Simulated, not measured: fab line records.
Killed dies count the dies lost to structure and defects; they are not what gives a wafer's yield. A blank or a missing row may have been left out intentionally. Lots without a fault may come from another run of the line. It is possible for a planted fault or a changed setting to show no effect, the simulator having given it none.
Which tool is to blame?	flow n5 finfet	72 wafers sampled from 24 lots at 1 step of a route of 1938

WHAT THE GAUGES SHOWED, per wafer
N5_BEOL_M11_CD_MEAS_35 targets a cd of 70 nm.
lot	measured	on	cd nm (nm)
L074	day 10 01:46	cd sem-03	69.5 69.0 69.6
L076	day 10 13:30	cd sem-01	70.3 70.0 70.6
L075	day 11 07:52	cd sem-03	69.9 70.9 70.1
L077	day 11 16:16	cd sem-01	70.3 69.6 70.0
L078	day 12 00:42	cd sem-01	70.0 70.0 70.3
L079	day 12 09:20	cd sem-01	70.1 70.5 69.3
L080	day 12 16:10	cd sem-03	69.1 69.2 69.6
L083	day 13 00:14	cd sem-03	70.7 69.6 70.5
L081	day 13 09:20	cd sem-03	70.0 69.8 69.5
L082	day 13 09:42	cd sem-02	69.4 70.3 70.0
L084	day 13 18:03	cd sem-02	70.0 70.2 70.1
L085	day 14 04:31	cd sem-01	70.2 70.3 70.6
L086	day 14 09:52	cd sem-03	70.5 70.0 69.8
L089	day 14 10:22	cd sem-02	70.2 70.1 70.5
L087	day 14 13:21	cd sem-02	70.5 70.3 70.1
L088	day 14 16:25	cd sem-01	69.8 69.7 70.0
L090	day 15 00:16	cd sem-03	69.8 70.5 69.2
L092	day 15 05:08	cd sem-03	70.1 70.3 70.3
L093	day 15 05:26	cd sem-01	69.8 69.7 70.0
L091	day 15 14:35	cd sem-01	70.2 70.5 69.6
L094	day 16 09:44	cd sem-02	70.7 70.4 69.5
L095	day 16 10:43	cd sem-01	69.7 69.2 69.1
L097	day 17 00:38	cd sem-02	70.2 70.0 69.2
L096	day 17 11:49	cd sem-01	70.0 69.2 69.5

WHAT TOOL EACH LOT RAN ON (gives the tool, then ch and the chambers of the sampled wafers, and finally the start)
No process step before these readings appears in the record.

WHAT THE TOOLS THEMSELVES READ (means of the sampled wafers that have a number; where no wafer has one, the mark that the record gives instead)
The record holds no such reading with a usual standard deviation.

THE ANSWER, worked out from the rows above alone
Rule: the usual values come from the lots themselves. The widest of any qualifying gaps counts: lots, ordered by their means at a reading, are off when they make up no more than a third of the lots, leave a main group of 4 or more, and stand apart from it by 3 or more times the standard deviation of that group's means. If all means in a main group match to the digits the tables above print for the reading, that group is not used. A lot without any number at a reading at which 4 lots or more have one is off too. Where the step has rows for the other lots, those lots are counted as sound. Order of review: gauges by route order, followed by the tools' own readings, for which a lot's mean as printed above is used. At the first step where some lot is off, the reading lying furthest off is the one used; lots without a number count as furthest.
No lot is off on any of the readings shown, so nothing can be concluded from this.

WHAT HAD BEEN PUT IN BY THE SIMULATOR
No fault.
